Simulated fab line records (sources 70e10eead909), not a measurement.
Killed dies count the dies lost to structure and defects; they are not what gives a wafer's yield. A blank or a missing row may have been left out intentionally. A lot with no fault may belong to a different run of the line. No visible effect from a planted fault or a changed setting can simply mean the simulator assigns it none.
Matching of chambers | flow nand-harc | 4 sister chambers for NHARC_A_CONTACT_DESCUM_74 on rie-diel-09
The step chemistry O2, time 3 s. 14 wafers are shown with their chamber, then 7 later ones without.

== WAFERS PAIRED WITH THEIR CHAMBERS ==
wafer  | chamber | drypump-motor-current-A (A) | oes-product-au (a.u.) | rf-vpp-V (V)
L076.3 | 1       | 6.8                         | 1.001                 | 58.2
L076.4 | 2       | 5.4                         | 1.016                 | 58.9
L076.5 | 0       | 5.7                         | 0.975                 | 57.9
L078.1 | 0       | 5.8                         | 0.972                 | 57.4
L078.2 | 3       | 5.3                         | 1.004                 | 58.9
L078.6 | 1       | 6.8                         | 0.985                 | 57.2
L081.2 | 2       | 5.3                         | 1.008                 | 58.0
L081.3 | 0       | 5.7                         | 0.983                 | 57.0
L081.5 | 1       | 6.8                         | 0.988                 | 57.7
L086.2 | 1       | 6.7                         | 0.985                 | 57.5
L086.4 | 0       | 5.7                         | 1.009                 | 58.4
L086.5 | 0       | 5.8                         | 1.002                 | 57.8
L091.3 | 0       | 5.7                         | 0.989                 | 55.5
L091.5 | 3       | 5.3                         | 0.998                 | 58.4

SIGNATURES, as means of the wafers listed above
reading                 | chamber 0 | chamber 1 | chamber 2 | chamber 3 | scatter within a chamber
drypump-motor-current-A | 5.733     | 6.775     | 5.350     | 5.300     | 0.0508
oes-product-au          | 0.98833   | 0.98975   | 1.01200   | 1.00100   | 0.0115
rf-vpp-V                | 57.333    | 57.650    | 58.450    | 58.650    | 0.788
Rule: for a wafer and a chamber, the distance is found by dividing, reading by reading, the gap between the wafer's reading and the chamber's mean by the reading's scatter, squaring, summing and taking the root. If the next closest chamber is less than 2 further off than the closest, the wafer can't be placed; otherwise it belongs to the closest. The scatter: take each reading less its chamber's mean, square it, sum over the shown wafers, divide by the number of wafers less the number of chambers, and take the root.

== WAFERS WITHOUT THEIR CHAMBER ==
wafer  | drypump-motor-current-A (A) | oes-product-au (a.u.) | rf-vpp-V (V)
L091.6 | 5.7                         | 0.987                 | 58.3
L090.1 | 5.3                         | 1.003                 | 57.8
L090.2 | 5.3                         | 0.991                 | 56.9
L090.3 | 6.7                         | 0.991                 | 57.7
L092.1 | 5.8                         | 0.990                 | 58.8
L092.3 | 5.3                         | 1.003                 | 59.4
L092.4 | 6.8                         | 0.998                 | 57.0

== EACH ONE'S CHAMBER ==
wafer  | from the rows above     | in truth
L091.6 | 0                       | 0
L090.1 | can't be placed: 3 or 2 | 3
L090.2 | can't be placed: 3 or 2 | 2
L090.3 | 1                       | 1
L092.1 | 0                       | 0
L092.3 | can't be placed: 3 or 2 | 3
L092.4 | 1                       | 1
Correctly placed: 4 of 7. From these rows, 3 cannot be placed; in 3 the true chamber is one of the candidates. 0 placed wrongly.
